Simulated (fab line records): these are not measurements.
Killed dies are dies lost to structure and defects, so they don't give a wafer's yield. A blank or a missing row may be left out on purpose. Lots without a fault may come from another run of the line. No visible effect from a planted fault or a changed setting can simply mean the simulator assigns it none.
Chamber matching :: flow n5_finfet :: rie_diel-02 running N5_FIN_SAQP_STRIP_55: 4 sister chambers
The step strips in N2/H2. 8 wafers are shown with their chamber, then 7 later ones without.

## EACH WAFER AND ITS CHAMBER
wafer: L380.6
chamber: 0
showerhead_plenum_p_Torr (Torr): 3.37
oes_product_au (a.u.): 0.78

wafer: L382.1
chamber: 1
showerhead_plenum_p_Torr (Torr): 3.56
oes_product_au (a.u.): 0.87

wafer: L382.3
chamber: 3
showerhead_plenum_p_Torr (Torr): 3.34
oes_product_au (a.u.): 0.71

wafer: L385.1
chamber: 3
showerhead_plenum_p_Torr (Torr): 3.34
oes_product_au (a.u.): 0.70

wafer: L385.3
chamber: 2
showerhead_plenum_p_Torr (Torr): 3.50
oes_product_au (a.u.): 0.75

wafer: L385.5
chamber: 1
showerhead_plenum_p_Torr (Torr): 3.56
oes_product_au (a.u.): 0.85

wafer: L394.2
chamber: 0
showerhead_plenum_p_Torr (Torr): 3.36
oes_product_au (a.u.): 0.75

wafer: L394.3
chamber: 2
showerhead_plenum_p_Torr (Torr): 3.49
oes_product_au (a.u.): 0.75

## WAFERS WITHOUT THEIR CHAMBER
wafer: L394.5
showerhead_plenum_p_Torr (Torr): 3.49
oes_product_au (a.u.): 0.74

wafer: L395.3
showerhead_plenum_p_Torr (Torr): 3.33
oes_product_au (a.u.): 0.69

wafer: L395.4
showerhead_plenum_p_Torr (Torr): 3.36
oes_product_au (a.u.): 0.76

wafer: L395.5
showerhead_plenum_p_Torr (Torr): 3.36
oes_product_au (a.u.): 0.75

wafer: L398.1
showerhead_plenum_p_Torr (Torr): 3.48
oes_product_au (a.u.): 0.74

wafer: L398.4
showerhead_plenum_p_Torr (Torr): 3.32
oes_product_au (a.u.): 0.68

wafer: L398.6
showerhead_plenum_p_Torr (Torr): 3.54
oes_product_au (a.u.): 0.82

## CHAMBER TAKEN BY EACH
wafer: L394.5
from the rows above: 2
in truth: 2

wafer: L395.3
from the rows above: 3
in truth: 3

wafer: L395.4
from the rows above: 0
in truth: 0

wafer: L395.5
from the rows above: 0
in truth: 0

wafer: L398.1
from the rows above: 2
in truth: 2

wafer: L398.4
from the rows above: 3
in truth: 3

wafer: L398.6
from the rows above: 1
in truth: 1
Placed correctly: 7 of 7. Not placeable from these rows: 0. Number placed wrongly: 0.
How it was worked out, from the rows above alone: a wafer's distance from a chamber is the root of the sum, over the readings, of the square of ((its reading less the chamber's mean) divided by the reading's scatter). If the next closest chamber is less than 2 further off than the closest, the wafer can't be placed; otherwise it belongs to the closest. For every chamber, the mean is computed from those of its wafers that are shown. The scatter is the square root of a quotient: the sum, over the shown wafers, of each reading's squared deviation from its chamber's mean, divided by wafers minus chambers.
